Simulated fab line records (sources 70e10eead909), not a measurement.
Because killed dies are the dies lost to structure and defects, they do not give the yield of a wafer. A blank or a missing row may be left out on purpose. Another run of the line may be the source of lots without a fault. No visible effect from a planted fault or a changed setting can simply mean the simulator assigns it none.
Chamber matching -- flow nand harc -- NHARC_A_STAIRCASE_ALD_415 on ald hk-02 has 4 sister chambers
The step deposits SiO2, target thk 30 nm, pulse time 6 s, ald cycles 300. 39 wafers are shown with their chamber, then 12 later ones without.

## WAFERS, EACH WITH ITS CHAMBER
wafer,chamber,heater power w (W),precursor pulse height rel
L075.1,1,477,1.021
L075.3,2,394,1.041
L075.5,1,487,1.032
L074.4,0,484,0.993
L074.5,1,484,0.974
L074.6,0,497,1.002
L074.1,2,421,1.037
L074.2,1,483,0.983
L074.3,3,505,0.999
L076.1,2,411,0.996
L076.4,3,504,1.009
L076.5,0,481,0.985
L079.4,0,480,1.008
L079.5,1,480,1.024
L079.6,0,495,1.015
L079.1,2,410,1.000
L079.2,1,471,0.986
L079.3,3,508,1.029
L080.1,3,523,0.970
L080.2,1,492,1.002
L080.6,1,478,1.011
L081.2,0,497,0.997
L081.4,1,500,1.004
L081.6,1,476,1.005
L081.1,3,499,0.982
L081.3,2,416,1.016
L081.5,2,415,0.997
L083.3,2,408,1.001
L083.4,0,483,1.028
L083.5,0,483,1.008
L083.1,1,479,1.018
L083.2,3,518,1.019
L083.6,1,487,0.991
L085.1,3,511,0.962
L085.4,0,486,0.996
L085.5,0,484,1.021
L084.2,2,412,1.008
L084.3,3,493,1.014
L084.6,0,491,0.995

SIGNATURES, as means of the wafers listed above
reading,chamber 0,chamber 1,chamber 2,chamber 3,scatter within a chamber
heater power w,487.36,482.83,410.88,507.62,7.93
precursor pulse height rel,1.00436,1.00425,1.01200,0.99800,0.0182
Rule: a wafer lies at a distance from a chamber equal to the root of the sum of squares, over the readings, of (its reading less the chamber's mean, divided by the reading's scatter). If the next closest chamber is less than 2 further off than the closest, the wafer can't be placed; otherwise it belongs to the closest. The scatter: the root of (the sum of the squares of (reading less its chamber's mean) over the shown wafers, divided by (wafers less chambers)).

## WAFERS MISSING THEIR CHAMBER
wafer,heater power w (W),precursor pulse height rel
L090.1,464,0.992
L090.3,469,0.991
L090.6,402,0.976
L091.2,481,1.013
L091.3,476,1.007
L091.4,469,1.001
L093.1,407,1.026
L093.3,467,1.002
L093.4,470,1.010
L094.1,469,1.001
L094.3,398,0.986
L094.6,469,0.991

## WHICH CHAMBER EACH WENT THROUGH
wafer,from the rows above,in truth
L090.1,can't be placed: 1 or 0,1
L090.3,can't be placed: 1 or 0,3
L090.6,2,2
L091.2,can't be placed: 1 or 0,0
L091.3,can't be placed: 1 or 0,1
L091.4,can't be placed: 1 or 0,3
L093.1,2,2
L093.3,can't be placed: 1 or 0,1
L093.4,can't be placed: 1 or 0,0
L094.1,can't be placed: 1 or 0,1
L094.3,2,2
L094.6,can't be placed: 1 or 0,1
3 of 12 placed correctly. From these rows, 9 cannot be placed; in 7 the true chamber is one of the candidates. Placed wrongly: 0.
